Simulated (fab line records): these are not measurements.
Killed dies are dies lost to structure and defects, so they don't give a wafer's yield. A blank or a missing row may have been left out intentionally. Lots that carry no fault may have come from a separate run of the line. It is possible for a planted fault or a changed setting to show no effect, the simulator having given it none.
Matching of chambers    flow n5Finfet    4 sister chambers for N5_PASSIVATION_STRIP_14 on rieDiel-01
The step strips in O2. 16 wafers are shown with their chamber, then 8 later ones without.

## WAFERS PAIRED WITH THEIR CHAMBERS
wafer   chamber  showerheadPlenumPTorr (Torr)  drypumpMotorCurrentA (A)  throttleValvePct (%)
L363.2  0        2.21                          5.5                       16.76
L363.5  1        2.19                          6.3                       16.42
L363.6  0        2.21                          5.5                       16.82
L364.1  3        2.16                          5.7                       16.70
L364.4  2        1.98                          6.4                       16.56
L364.6  0        2.21                          5.5                       16.80
L367.3  3        2.15                          5.7                       16.70
L367.4  1        2.19                          6.3                       16.43
L367.6  2        1.98                          6.4                       16.58
L371.2  1        2.19                          6.3                       16.43
L371.5  1        2.19                          6.3                       16.47
L371.6  2        1.98                          6.3                       16.58
L365.3  3        2.15                          5.7                       16.64
L365.5  0        2.21                          5.5                       16.82
L365.6  1        2.19                          6.3                       16.48
L369.1  2        1.98                          6.4                       16.58

SIGNATURES (averages over the wafers above)
reading                chamber 0  chamber 1  chamber 2  chamber 3  scatter within a chamber
showerheadPlenumPTorr  2.2100     2.1900     1.9800     2.1533     0.00236
drypumpMotorCurrentA   5.500      6.300      6.375      5.700      0.025
throttleValvePct       16.8000    16.4460    16.5750    16.6800    0.0259
Rule: a wafer's distance from a chamber is the root of the sum, over the readings, of the square of ((its reading less the chamber's mean) divided by the reading's scatter). The wafer belongs to the nearest chamber; if the next one is less than 2 further off, it can't be placed. The scatter: take each reading less its chamber's mean, square it, sum over the shown wafers, divide by the number of wafers less the number of chambers, and take the root.

## WAFERS MISSING THEIR CHAMBER
wafer   showerheadPlenumPTorr (Torr)  drypumpMotorCurrentA (A)  throttleValvePct (%)
L369.5  2.21                          5.5                       16.83
L369.6  2.15                          5.8                       16.69
L374.1  2.20                          5.5                       16.83
L374.3  2.18                          6.3                       16.45
L374.5  1.98                          6.4                       16.61
L384.1  2.17                          6.3                       16.53
L384.3  1.97                          6.4                       16.64
L384.5  1.97                          6.4                       16.63

## WHICH CHAMBER EACH ONE RAN IN
wafer   from the rows above  in truth
L369.5  0                    0
L369.6  3                    3
L374.1  0                    0
L374.3  1                    1
L374.5  2                    2
L384.1  1                    1
L384.3  2                    2
L384.5  2                    2
8 of 8 placed correctly. Can't be placed from these rows: 0. Number placed wrongly: 0.
